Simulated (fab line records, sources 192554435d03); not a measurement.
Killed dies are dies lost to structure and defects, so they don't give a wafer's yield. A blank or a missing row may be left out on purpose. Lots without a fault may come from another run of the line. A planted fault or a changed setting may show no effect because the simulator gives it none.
Which tool did it? | flow n5_finfet | 12 lots, 36 wafers sampled, at 1 step of a route of 1938

WHAT THE GAUGES READ, wafer by wafer
N5_BEOL_M12_CD_MEAS_10: target cd 140 nm.
lot  | measured     | on        | cd_nm (nm)
L076 | day 11 01:58 | cd_sem-01 | 140.5 138.0 138.5
L075 | day 11 05:32 | cd_sem-03 | 139.1 139.3 140.1
L079 | day 11 10:33 | cd_sem-02 | 141.0 142.0 141.7
L081 | day 12 11:02 | cd_sem-03 | 140.9 141.7 141.0
L083 | day 12 22:13 | cd_sem-02 | 141.3 139.1 142.1
L086 | day 13 10:10 | cd_sem-03 | 139.9 139.1 139.4
L087 | day 13 18:32 | cd_sem-03 | 138.7 137.5 138.2
L089 | day 14 05:36 | cd_sem-01 | 139.8 141.0 140.9
L090 | day 15 01:55 | cd_sem-02 | 139.9 142.6 139.7
L094 | day 15 10:35 | cd_sem-02 | 143.3 140.2 140.5
L096 | day 16 02:35 | cd_sem-03 | 141.8 141.7 142.8
L097 | day 16 12:10 | cd_sem-03 | 137.2 138.5 139.7

WHICH TOOL RAN EACH LOT (tool, then ch and the chambers of the sampled wafers, then the start)
The record holds no process step before these readings.

THE ANSWER, worked out from the rows above alone
Rule: what is usual is taken from the lots themselves. Put in order of their means at a reading, lots are off if they are a third of the lots or fewer, leave a main group of 4 or more, and stand apart from it by a gap of 3 or more times the standard deviation of the main group's means; of several such gaps the widest counts. A main group whose means are all the same, to the digits that the tables above print for the reading, isn't used. A lot without any number at a reading at which 4 lots or more have one is off too. The other lots that the step has rows for count as sound.
No lot is off at any reading shown: from this, nothing can be told.

WHAT THE SIMULATOR HAD PUT IN
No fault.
